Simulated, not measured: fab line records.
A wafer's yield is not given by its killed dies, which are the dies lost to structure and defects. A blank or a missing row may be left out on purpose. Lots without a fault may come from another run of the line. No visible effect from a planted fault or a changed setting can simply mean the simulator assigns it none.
Chamber matching	flow n5Finfet	N5_BEOL_M8_ETCH_62 on rieDiel-05: 4 sister chambers
The step etches SOC in N2/H2, target depth 110 nm, overetch 22 nm, time 165 s. 22 wafers are shown with their chamber, then 11 later ones without.

WAFERS PAIRED WITH THEIR CHAMBERS
wafer	chamber	throttleValvePct (%)	oesProductAu (a.u.)	showerheadPlenumPTorr (Torr)
L074.1	2	18.1	0.61	2.52
L074.2	0	17.8	0.65	2.46
L074.3	1	17.5	0.76	2.47
L074.4	3	17.3	0.70	2.46
L074.5	3	17.2	0.70	2.47
L074.6	2	18.1	0.60	2.52
L075.4	1	17.5	0.76	2.47
L075.5	1	17.5	0.75	2.47
L075.6	2	18.1	0.60	2.52
L081.2	3	17.3	0.69	2.46
L081.3	0	17.8	0.64	2.45
L081.5	3	17.3	0.69	2.46
L083.2	2	18.1	0.59	2.52
L083.5	3	17.3	0.68	2.46
L083.6	0	17.8	0.64	2.45
L090.2	3	17.3	0.67	2.45
L090.3	1	17.5	0.72	2.46
L090.5	3	17.3	0.67	2.45
L091.2	3	17.3	0.67	2.45
L091.3	0	17.8	0.63	2.44
L091.6	2	18.1	0.58	2.51
L089.1	2	18.1	0.58	2.51

SIGNATURES (averages over the wafers above)
reading	chamber 0	chamber 1	chamber 2	chamber 3	scatter within a chamber
throttleValvePct	17.800	17.500	18.100	17.288	0.022
oesProductAu	0.6400	0.7475	0.5933	0.6837	0.0133
showerheadPlenumPTorr	2.4500	2.4675	2.5167	2.4575	0.00649
Rule: for a wafer and a chamber, the distance is found by dividing, reading by reading, the gap between the wafer's reading and the chamber's mean by the reading's scatter, squaring, summing and taking the root. The wafer belongs to the nearest chamber; if the next one is less than 2 further off, it can't be placed. The scatter is the square root of a quotient: the sum, over the shown wafers, of each reading's squared deviation from its chamber's mean, divided by wafers minus chambers.

WAFERS WITHOUT THEIR CHAMBER
wafer	throttleValvePct (%)	oesProductAu (a.u.)	showerheadPlenumPTorr (Torr)
L089.4	17.5	0.72	2.46
L089.5	17.3	0.67	2.45
L095.2	17.6	0.70	2.45
L095.3	17.8	0.62	2.44
L095.4	17.8	0.62	2.44
L096.2	17.6	0.69	2.45
L096.4	17.7	0.82	2.50
L096.6	17.6	0.69	2.45
L097.3	17.7	0.80	2.50
L097.5	17.7	0.80	2.50
L097.6	17.6	0.69	2.45

WHICH CHAMBER EACH ONE RAN IN
wafer	from the rows above	in truth
L089.4	1	1
L089.5	3	3
L095.2	1	1
L095.3	0	0
L095.4	0	0
L096.2	1	1
L096.4	1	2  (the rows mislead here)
L096.6	1	1
L097.3	1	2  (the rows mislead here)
L097.5	1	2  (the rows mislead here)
L097.6	1	1
8 of 11 placed correctly. From these rows, 0 cannot be placed. 3 placed wrongly.
